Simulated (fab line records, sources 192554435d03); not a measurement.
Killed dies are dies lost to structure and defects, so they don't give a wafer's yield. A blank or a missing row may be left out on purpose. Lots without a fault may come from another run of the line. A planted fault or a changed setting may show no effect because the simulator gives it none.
fab line records | flow n5_finfet
record lots=6 wafers=18 last_day=18
route steps=1938 shown BEOL_M5@1188 BEOL_M6@1194 PASSIVATION@1936
lots that met no fault: from a run of the same line without faults
start_h: hours from the record's first day to the start of the lot's first wafer shown | wait_h: hours since the lot's step before | " the same as in the row above | L1.1+2: a row that stands for several wafers | - no value, or no start given | * or withheld: withheld | < > ~ a bound
route shown NAME@n: a module of which the file shows steps, and the number in the route of the first | usual: mean/standard deviation of fault-free wafers | same: alike in all rows | chamber/n: place in a boat | sites: the reading at each site | _std_site: their standard deviation | _edge_site: outer sites' mean less inner sites' | radius_mm: how far each site lies from the wafer's centre | mask NAME#n: copy n | behind: the tool/chamber that last shaped the wafer | hold: why the lot was held/for how many hours/how that ended | device: the transistor (n, p or np) that didn't switch | end of line: the same wafers' tests at the end of the route | a step without rows: its recipe alone | killed: dies lost to structure and defects at the first sort, not the wafer's yield | map: a wafer's dies, x killed, . not, _ none there
set.NAME: the setting as run; set.NAME@STEP: as run at that earlier step | model.NAME: the simulator's own value behind a step, which no gauge read
lots at some steps of the route; a table a step, a row a wafer
services: from which hour (start_h, from the record's first day; less than 0 if before it) a tool's chamber was out of use, for how many hours, and why
## steps
# step N5_BEOL_M5_PRE_CLEAN_77
# recipe gas=NH3/H2 time_s=15 temp_c=* rf_power_w=300
# usual heater_power_w=84/15
# columns lot.wafer tool chamber start_h wait_h heater_power_w
L810.1 cvd_co-01 1 205.08 0.0 77
L810.2 " 0 " " 61
L810.4 " 1 " " 77
L814.1 cvd_co-01 2 228.43 0.0 77
L814.4 " 0 " " 63
L814.5 " 2 " " 77
L816.1 cvd_co-01 1 234.54 0.0 75
L816.2 " 0 " " 61
L816.3 " 2 " " 76
L821.2 cvd_co-01 0 261.37 0.0 63
L821.4 " 1 " " 74
L821.5 " 0 " " 63
L823.1 cvd_co-02 2 276.65 0.0 86
L823.2 " 1 " " 106
L823.3 " 0 " " 104
L831.1 cvd_co-02 2 329.80 0.0 87
L831.4 " 0 " " 104
L831.6 " 2 " " 87
# step N5_BEOL_M5_CO_CAP_78
# recipe material=Co target_thk_a=20 temp_c=200 precursor=CCTBA/H2 pressure_torr=30 time_s=102.1
# usual heater_power_w=235/20
# columns lot.wafer tool chamber start_h wait_h heater_power_w
L810.1 cvd_co-01 1 205.12 0.0 224
L810.2 " 0 " " 213
L810.4 " 1 " " 226
L814.1 cvd_co-01 2 228.47 0.0 231
L814.4 " 0 " " 208
L814.5 " 2 " " 225
L816.1 cvd_co-01 1 234.58 0.0 228
L816.2 " 0 " " 206
L816.3 " 2 " " 226
L821.2 cvd_co-01 0 261.41 0.0 210
L821.4 " 1 " " 227
L821.5 " 0 " " 211
L823.1 cvd_co-02 2 276.69 0.0 240
L823.2 " 1 " " 267
L823.3 " 0 " " 255
L831.1 cvd_co-02 2 329.84 0.0 241
L831.4 " 0 " " 264
L831.6 " 2 " " 238
# step N5_BEOL_M5_PRE_CLEAN_55
# recipe gas=NH3 time_s=15 temp_c=withheld rf_power_w=300
# step N5_BEOL_M5_DEP_56
# recipe material=SiCN target_thk_a=80 temp_c=withheld precursor=3MS/NH3 pressure_torr=3 rf_w=202 time_s=14
# usual showerhead_plenum_p_Torr=3.662/0.017 throttle_valve_pct=9.0/0.5
# columns lot.wafer tool chamber start_h wait_h showerhead_plenum_p_Torr throttle_valve_pct
L810.1 pecvd-02 0 205.23 0.0 3.669 9.0
L810.2 " 1 " " 3.699 9.2
L810.4 " 0 " " 3.652 9.1
L814.1 pecvd-02 0 228.60 0.0 3.656 8.8
L814.4 " 0 " " 3.669 8.9
L814.5 " 2 " " 3.652 8.7
L816.1 pecvd-02 2 234.70 0.0 3.638 8.8
L816.2 " 0 " " 3.664 9.0
L816.3 " 1 " " 3.685 9.4
L821.2 pecvd-04 1 261.53 0.0 3.671 10.1
L821.4 " 1 " " 3.677 10.0
L821.5 " 2 " " 3.657 8.5
L823.1 pecvd-01 1 276.81 0.0 3.661 8.3
L823.2 " 0 " " 3.657 9.4
L823.3 " 2 " " 3.636 8.4
L831.1 pecvd-02 2 329.96 0.0 3.644 8.9
L831.4 " 2 " " 3.648 8.6
L831.6 " 1 " " 3.691 9.4
# step N5_BEOL_M5_RS_MEAS_57
# recipe thk_meas_gauge=four-point-probe reads=Co_of_BEOL_M5_CO_CAP_78+Cu_of_BEOL_M5_ECD_50+Co_of_BEOL_M5_CVD_47+TaN_of_BEOL_M5_ALD_86
# usual M5_RS=0.390/0.01
# columns lot.wafer tool chamber start_h wait_h M5_RS[ohm/sq]
L810.1 film_metro-01 - 205.30 0.0 0.409
L810.2 " - " " 0.392
L810.4 " - " " 0.389
L814.1 film_metro-01 - 228.67 0.0 0.395
L814.4 " - " " 0.406
L814.5 " - " " 0.395
L816.1 film_metro-01 - 234.91 0.2 0.390
L816.2 " - " " 0.375
L816.3 " - " " 0.379
L821.2 film_metro-01 - 261.59 0.1 0.392
L821.4 " - " " 0.380
L821.5 " - " " 0.398
L823.1 film_metro-02 - 276.87 0.0 0.391
L823.2 " - " " 0.396
L823.3 " - " " 0.393
L831.1 film_metro-01 - 330.02 0.0 0.400
L831.4 " - " " 0.375
L831.6 " - " " 0.396
# step N5_BEOL_M5_INSPECT_58
# recipe inspect_instrument=darkfield mode=post_dep
# usual raw_defect_count=68/23
# columns lot.wafer tool chamber start_h wait_h raw_defect_count
L810.1 defect_inspect-01 - 205.33 0.0 42
L810.2 " - " " 63
L810.4 " - " " 71
L814.1 defect_inspect-02 - 228.70 0.0 59
L814.4 " - " " 117
L814.5 " - " " 81
L816.1 defect_inspect-02 - 234.94 0.0 60
L816.2 " - " " 118
L816.3 " - " " 65
L821.2 defect_inspect-01 - 261.62 0.0 48
L821.4 " - " " 103
L821.5 " - " " 58
L823.1 defect_inspect-02 - 276.90 0.0 74
L823.2 " - " " 64
L823.3 " - " " 78
L831.1 defect_inspect-02 - 330.05 0.0 52
L831.4 " - " " 67
L831.6 " - " " 50
# step N5_BEOL_M6_ILD_DEP_00
# recipe material=SiCOH_lowk target_thk_a=1797.5 temp_c=300 precursor=DEMS/porogen pressure_torr=5 rf_w=500 time_s=33.4
# step N5_BEOL_M6_CURE_74
# recipe temp_c=385 time_s=240 ambient=He/Ar material=SiCOH_lowk
# usual lamp_power_pct=52.31/0.056 wafer_temp_C_max=387.1/0.84
# columns lot.wafer tool chamber start_h wait_h lamp_power_pct wafer_temp_C_max
L810.1 uv_cure-02 1 205.45 0.1 52.25 387.6
L810.2 " 1 " " 52.40 387.5
L810.4 " 1 " " 52.37 388.8
L814.1 uv_cure-01 0 228.82 0.1 52.30 387.3
L814.4 " 0 " " 52.30 388.8
L814.5 " 0 " " 52.33 388.0
L816.1 uv_cure-02 0 235.07 0.0 52.30 386.1
L816.2 " 0 " " 52.22 386.5
L816.3 " 0 " " 52.34 386.0
L821.2 uv_cure-01 2 261.80 0.1 52.39 386.9
L821.4 " 2 " " 52.38 386.9
L821.5 " 2 " " 52.31 388.0
L823.1 uv_cure-03 0 277.00 0.0 52.25 387.7
L823.2 " 0 " " 52.34 387.5
L823.3 " 0 " " 52.40 387.9
L831.1 uv_cure-01 2 330.15 0.0 52.32 387.4
L831.4 " 2 " " 52.29 386.7
L831.6 " 2 " " 52.35 387.4
# step N5_BEOL_M6_THK_MEAS_01
# recipe reads=SiCOH_lowk_of_BEOL_M6_ILD_DEP_00
# usual M6_ILD_THK=154.8/2.2
# columns lot.wafer tool chamber start_h wait_h M6_ILD_THK[nm]
L810.1 film_metro-01 - 205.96 0.4 149.2
L810.2 " - " " 151.0
L810.4 " - " " 152.2
L814.1 film_metro-02 - 229.33 0.4 151.4
L814.4 " - " " 154.7
L814.5 " - " " 155.8
L816.1 film_metro-02 - 235.58 0.4 153.4
L816.2 " - " " 155.1
L816.3 " - " " 153.6
L821.2 film_metro-02 - 262.23 0.4 154.3
L821.4 " - " " 154.1
L821.5 " - " " 157.8
L823.1 film_metro-02 - 277.51 0.4 149.9
L823.2 " - " " 154.9
L823.3 " - " " 154.1
L831.1 film_metro-02 - 331.14 0.8 152.3
L831.4 " - " " 155.4
L831.6 " - " " 153.8
# step N5_BEOL_M6_PECVD_70
# recipe material=SiO2 target_thk_a=200 temp_c=400 precursor=TEOS/O2 pressure_torr=5.5 rf_w=450 teos_flow_sccm=53.8 gas=O2 flow_sccm=3000 time_s=22.7
# usual heater_power_w=746/96 showerhead_plenum_p_Torr=8.78/0.063 throttle_valve_pct=22.8/1.1
# columns lot.wafer tool chamber start_h wait_h heater_power_w showerhead_plenum_p_Torr throttle_valve_pct
L810.1 pecvd-02 2 206.00 0.0 645 8.68 21.2
L810.2 " 1 " " 670 8.92 22.6
L810.4 " 0 " " 671 8.77 22.1
L814.1 pecvd-03 1 229.37 0.0 850 8.78 24.6
L814.4 " 1 " " 873 8.79 24.5
L814.5 " 2 " " 734 8.75 22.1
L816.1 pecvd-03 2 235.62 0.0 676 8.76 21.9
L816.2 " 0 " " 681 8.76 23.0
L816.3 " 1 " " 815 8.82 24.5
L821.2 pecvd-03 2 262.27 0.0 715 8.77 22.1
L821.4 " 0 " " 664 8.80 22.8
L821.5 " 0 " " 661 8.77 22.9
L823.1 pecvd-04 0 277.55 0.0 834 8.78 23.5
L823.2 " 2 " " 798 8.73 21.5
L823.3 " 1 " " 899 8.86 24.9
L831.1 pecvd-03 2 331.18 0.0 775 8.74 22.5
L831.4 " 1 " " 896 8.81 24.4
L831.6 " 2 " " 740 8.75 22.4
# step N5_BEOL_M6_HM_DEP_02
# recipe material=TiN target_thk_a=200 temp_c=25 chamber_pressure_pa=0.49996
# step N5_BEOL_M6_COAT_59
# recipe resist=SOC temp_c=250 time_s=60 spin_rpm=1500 resist_thk_nm=100
# step N5_BEOL_M6_COAT_60
# recipe resist=SiARC temp_c=220 time_s=60 spin_rpm=1500 resist_thk_nm=35
# usual heater_power_total_W=427.5/2.1 plate_temp_C=219.99/0.17
# columns lot.wafer tool chamber start_h wait_h heater_power_total_W plate_temp_C
L810.1 litho_track-04 0 207.71 - 430.3 220.20
L810.2 " 0 " " 428.2 219.99
L810.4 " 0 " " 428.5 219.94
L814.1 litho_track-02 0 232.03 - 428.1 219.91
L814.4 " 0 " " 424.5 219.92
L814.5 " 0 " " 425.3 219.86
L816.1 litho_track-02 0 238.42 - 426.2 220.13
L816.2 " 0 " " 426.7 219.93
L816.3 " 0 " " 428.2 219.94
L821.2 litho_track-04 0 264.02 - 457.9 231.58
L821.4 " 0 " " 453.1 231.44
L821.5 " 0 " " 453.4 231.50
L823.1 litho_track-04 0 278.86 - 456.5 231.87
L823.2 " 0 " " 454.1 231.91
L823.3 " 0 " " 457.6 231.76
L831.1 litho_track-02 0 335.25 - 426.5 220.16
L831.4 " 0 " " 425.0 220.06
L831.6 " 0 " " 427.7 220.21
# step N5_BEOL_M6_COAT_05
# recipe resist=CAR-ArF spin_rpm=1500 resist_thk_nm=90
# step N5_PASSIVATION_PROBE_49
# usual defect_limited_yield=91.2/1.4 killed_at_M0_to_M3=35/11 killed_at_M4_up=14/5.6 killed_at_contacts=12/5.6 killed_at_front_end=38/11 killed_at_other=4/3.4 killed_dies=103/17 killed_open=68/12 killed_short=33/8.8 sort_bin_5_function=5.1/0.89 sort_bin_6_memory=3.3/0.71 sort_n_pass=1077/17 sort_yield_pct=91.2/1.4
# same gross_dies=1180 killed_at_back_side=0 sort_bin_4_leakage[%]=0 sort_bin_8_speed[%]=0
# columns lot.wafer tool chamber start_h wait_h defect_limited_yield[%] killed_at_M0_to_M3 killed_at_M4_up killed_at_contacts killed_at_front_end killed_at_other killed_dies killed_open killed_short sort_bin_5_function[%] sort_bin_6_memory[%] sort_n_pass sort_yield_pct[%]
L814.1 prober-02 - 325.54 0.0 92.2 25 19 4 39 5 92 56 30 4.2 3.3 1088 92.2
L814.4 prober-02 - 325.69 0.2 86.8 85 16 11 39 5 156 102 53 7.6 5.2 1024 86.8
L814.5 prober-02 - 325.74 0.2 92.6 23 15 7 38 4 87 54 31 4.4 2.7 1093 92.6
L816.1 prober-02 - 330.01 0.0 92.9 32 11 15 23 3 84 63 20 3.8 3.2 1096 92.9
L816.2 prober-02 - 330.06 0.1 92.8 18 12 12 43 0 85 59 25 3.6 3.1 1095 92.8
L816.3 prober-02 - 330.11 0.1 92.7 35 14 4 33 0 86 62 24 3.7 3.1 1094 92.7
L823.1 prober-01 - 374.63 0.0 92.6 32 14 15 24 2 87 55 31 4.0 3.2 1093 92.6
L823.2 prober-01 - 374.68 0.1 92.8 19 13 14 37 2 85 59 25 4.2 2.8 1095 92.8
L823.3 prober-01 - 374.73 0.1 92.2 31 11 15 30 5 92 60 30 4.9 2.5 1088 92.2
# killed by level:class
L814.1 BEOL_M3:geometric_particle:open=10 FIN_SAQP:geometric_particle:short=9 GATE_CUT:geometric_particle:open=6 BEOL_M2:geometric_particle:open=6 BEOL_M4:geometric_particle:open=6 BEOL_M5:geometric_particle:open=4 DUMMY_GATE:geometric_particle:open=3 SPACER0:geometric_particle:short=3
L814.4 BEOL_M2:geometric_particle:open=27 BEOL_M0_SAQP:geometric_particle:open=16 BEOL_M0_SAQP:geometric_particle:short=14 FIN_SAQP:geometric_particle:short=12 MOL_CONTACT_COAG:geometric_particle:open=9 BEOL_M1:geometric_particle:open=9 STI_FIN_REVEAL:geometric_particle:open=6 BEOL_M2:geometric_particle:short=6
L814.5 GATE_CUT:geometric_particle:short=8 BEOL_M0_SAQP:geometric_particle:short=8 GATE_CUT:geometric_particle:open=7 MOL_CONTACT_COAG:geometric_particle:open=6 FIN_SAQP:geometric_particle:open=5 BEOL_M2:geometric_particle:open=5 BEOL_M0_SAQP:geometric_particle:open=4 BEOL_M4:geometric_particle:open=4
L816.1 MOL_CONTACT_COAG:geometric_particle:open=13 BEOL_M3:geometric_particle:open=9 FIN_SAQP:geometric_particle:open=7 BEOL_M0_SAQP:geometric_particle:open=7 BEOL_M2:geometric_particle:open=6 BEOL_M1:geometric_particle:open=4 FIN_SAQP:geometric_particle:short=3 BEOL_M4:geometric_particle:open=3
L816.2 FIN_SAQP:geometric_particle:open=11 MOL_CONTACT_COAG:geometric_particle:open=11 GATE_CUT:geometric_particle:short=6 BEOL_M2:geometric_particle:open=5 BEOL_M5:geometric_particle:open=5 FIN_SAQP:geometric_particle:short=4 DUMMY_GATE:geometric_particle:open=4 GATE_CUT:geometric_particle:open=4
L816.3 FIN_SAQP:geometric_particle:open=11 BEOL_M3:geometric_particle:open=11 BEOL_M4:geometric_particle:open=8 BEOL_M0_SAQP:geometric_particle:open=7 BEOL_M2:geometric_particle:open=6 GATE_CUT:geometric_particle:short=5 BEOL_M1:geometric_particle:open=5 FIN_SAQP:geometric_particle:short=4
L823.1 MOL_CONTACT_COAG:geometric_particle:open=13 BEOL_M2:geometric_particle:open=9 BEOL_M2:geometric_particle:short=9 BEOL_M4:geometric_particle:open=7 BEOL_M3:geometric_particle:open=5 ILD0:geometric_particle:open=4 BEOL_M0_SAQP:geometric_particle:short=4 ILD0:geometric_particle:short=3
L823.2 MOL_CONTACT_COAG:geometric_particle:open=12 STI_FIN_REVEAL:geometric_particle:open=9 DUMMY_GATE:geometric_particle:open=7 BEOL_M1:geometric_particle:open=6 GATE_CUT:geometric_particle:short=5 BEOL_M0_SAQP:geometric_particle:open=5 BEOL_M4:geometric_particle:short=4 STARTING-WAFER:geometric_particle:short=4
L823.3 BEOL_M1:geometric_particle:open=14 MOL_CONTACT_COAG:geometric_particle:open=13 GATE_CUT:geometric_particle:short=5 BEOL_M4:geometric_particle:open=5 STARTING-WAFER:geometric_particle:short=5 BEOL_M0_SAQP:geometric_particle:open=4 STI_FIN_REVEAL:geometric_particle:open=3 DUMMY_GATE:geometric_particle:open=3
## services
# columns tool chamber start_h hours kind
cvd_co-01 2 185.87 17.5 repair
litho_track-02 - 188.10 - consumable_replace:filter
uv_cure-03 - 190.25 5.0 pm
pecvd-01 - 190.93 2.6 repair
pecvd-04 2 202.38 - clean
pecvd-04 2 202.38 - consumable_replace:showerhead
pecvd-04 2 202.38 29.0 scheduled_down
pecvd-02 2 212.62 8.6 repair
pecvd-03 1 241.93 22.3 repair
uv_cure-03 - 256.83 2.1 pm
cvd_co-02 - 265.01 0.8 repair
pecvd-02 2 267.49 5.5 scheduled_down
pecvd-02 1 272.95 2.1 scheduled_down
cvd_co-01 0 277.40 5.5 repair
pecvd-02 0 279.07 4.1 repair
pecvd-03 2 280.60 5.5 scheduled_down
pecvd-01 - 293.53 14.6 pm
litho_track-04 - 318.65 - consumable_replace:filter
pecvd-02 1 319.10 5.5 scheduled_down
uv_cure-02 - 325.66 7.5 pm
cvd_co-02 1 333.33 - clean
cvd_co-02 1 333.33 22.0 scheduled_down
cvd_co-02 1 333.33 22.0 vent_cycle
litho_track-02 - 334.97 - consumable_replace:filter
## key
first_sign step=N5_BEOL_M6_COAT_60 reading=plate_temp_C direction=up sigmas=70 usual=* struck=*
effect step=N5_BEOL_M6_COAT_60 reading=heater_power_total_W direction=up sigmas=13 usual=* struck=*
met_at N5_BEOL_M6_COAT_60
struck_wafers L821.2,L821.4,L821.5,L823.1,L823.2,L823.3
onset_between 207.71 264.02
fault kind=process_parameter_drift tool=litho_track-04 chamber=- onset_h=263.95 steps=N5_BEOL_M6_COAT_60 channel=temp_c offset=* shape=step end_h=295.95 acts_in=* stated=*
